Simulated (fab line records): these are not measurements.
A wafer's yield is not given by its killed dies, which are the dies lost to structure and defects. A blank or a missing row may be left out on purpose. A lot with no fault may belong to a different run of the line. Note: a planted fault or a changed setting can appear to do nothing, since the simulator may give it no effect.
Struck lot and sound lot, side by side | flow n5-finfet | 37 out of 1938 route steps
Sound: wafers L566.1, L566.3, L566.5. Wafers L565.2, L565.3, L565.4 were the ones struck. Last of all comes the cause.
At each step with rows: each side's tool, then ch and its chambers, then its first start. Under that, the readings that differ: sound wafers | struck wafers | difference of the means | sigmas: that difference in standard deviations of wafers without a fault.
alike: readings whose means differ by less than 2 such deviations, and words and numbers that are the same on both sides. not compared: withheld readings, readings that some wafer has no value for, bounds like >300 that may hide the same value, and numbers for which the record gives no deviation and whose values overlap.
Wherever a step has rows on one side only, a row that says differs or no value, or a row with sigmas, the two part there. When numbers do not overlap yet have no deviation, they are printed without sigmas and do not part them. Lack of a reading on every wafer of one side parts them only where that side has two or more wafers.

first, 9 steps without rows for these wafers: N5_WELL_APT_HMDS_01 (time 60 s); N5_WELL_APT_COAT_02 (resist thk 950 nm); N5_WELL_APT_EBR_04; N5_WELL_APT_SOFTBAKE_03 (time 60 s); N5_WELL_APT_EXPOSE_05 (exposes mask NWELL, defocus 0 nm, target cd 200 nm); N5_WELL_APT_PEB_06 (peb time 90 s); N5_WELL_APT_DEVELOP_07 (develop time 45 s); N5_WELL_APT_HARDBAKE_12 (time 120 s); N5_WELL_APT_DESCUM_13 (chemistry O2, time 7.9 s).
N5_WELL_APT_IMPLANT_14:
  sound on implanter-01 ch 0, day 4 19:47; struck on implanter-02 ch 0, day 4 14:01
  reading            | sound                         | struck                       | difference | sigmas
  dose-ions-cm2      | 1.4983e+13 1.5e+13 1.5006e+13 | 1.98e+13 1.98e+13 1.9787e+13 | +4.80e+12  | +99 or more
  faraday-current-uA | 183 190 193                   | 251 252 246                  | +61        | +17
then, 25 steps without rows for these wafers: N5_WELL_APT_IMPLANT_15; N5_WELL_APT_STRIP_16 (strips in SPM, time 900 s); N5_WELL_APT_HMDS_18 (time 60 s); N5_WELL_APT_COAT_19 (resist thk 950 nm); N5_WELL_APT_EBR_21; N5_WELL_APT_SOFTBAKE_20 (time 60 s); N5_WELL_APT_EXPOSE_22 (exposes mask PWELL, defocus 0 nm, target cd 200 nm); N5_WELL_APT_PEB_23 (peb time 90 s); N5_WELL_APT_DEVELOP_24 (develop time 45 s); N5_WELL_APT_HARDBAKE_29 (time 120 s); N5_WELL_APT_DESCUM_30 (chemistry O2, time 7.9 s); N5_WELL_APT_IMPLANT_31; N5_WELL_APT_IMPLANT_32; N5_WELL_APT_STRIP_33 (strips in SPM, time 900 s); N5_WELL_APT_RTA_34 (time 10 s); N5_WELL_APT_OXIDE_STRIP_42 (strips SiO2 in dHF, time 45 s, target depth 12 nm); N5_WELL_APT_PRECLEAN_36 (cleans in O3/DIW, time 45 s); N5_WELL_APT_PRECLEAN_39 (cleans in dHF, time 60 s); N5_WELL_APT_SRD_37 (time 30 s); N5_WELL_APT_EPI_41 (deposits Si from SiH4/H2, target thk 50 nm, time 297.7 s); N5_PMOS_HMC_CHANNEL_EPI_HM_DEP_34 (deposits SiO2 from TEOS/O2, target thk 36 nm, time 6.9 s); N5_PMOS_HMC_CHANNEL_EPI_COAT_31 (time 60 s, resist thk 66 nm); N5_PMOS_HMC_CHANNEL_EPI_COAT_03 (resist thk 205 nm); N5_PMOS_HMC_CHANNEL_EPI_EBR_05; N5_PMOS_HMC_CHANNEL_EPI_SOFTBAKE_04 (time 60 s).
-- record jumps: 7 days separate the struck wafers' starts on either side; left off in module PMOS_HMC_CHANNEL_EPI, taken up again in module BEOL_M4, whose first shown step is the route's number 1111 --
N5_BEOL_M4_RC_MEAS_101:
  sound on prober-02 ch 0, day 11 10:38; struck on prober-02 ch 0, day 11 05:46
  reading           | sound          | struck      | difference | sigmas
  RS_NWELL (ohm/sq) | 1038 1044 1047 | 896 890 889 | -151       | -23
  alike: DIBL_N, DIBL_P, IOFF_N, IOFF_P, ION_N, ION_P, SS_N, SS_P, VT_N, VT_P
-- the record jumps here: 4 days lie between the struck wafers' starts before and after (it left off in module BEOL_M4 and takes up again in module PASSIVATION, whose first step shown is number 1936 of the route) --
N5_PASSIVATION_PROBE_49:
  struck on prober-02, day 15 03:58; sound on prober-01, day 15 15:24
  alike: defect-limited-yield, killed_at_M0_to_M3, killed_at_M4_up, killed-at-contacts, killed-at-front-end, killed-at-other, killed-dies, killed-open, killed-short, sort_bin_5_function, sort_bin_6_memory, sort-n-pass, sort-yield-pct

## WHERE THEY PART
At N5_WELL_APT_IMPLANT_14 first; at N5_BEOL_M4_RC_MEAS_101 last (within this record only). Later steps at which nothing parts them and some readings are alike: N5_PASSIVATION_PROBE_49.

WHY: whatever the simulator had introduced
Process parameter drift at N5_WELL_APT_IMPLANT_14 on implanter-02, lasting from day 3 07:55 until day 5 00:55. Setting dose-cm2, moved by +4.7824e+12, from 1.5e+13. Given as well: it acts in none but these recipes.
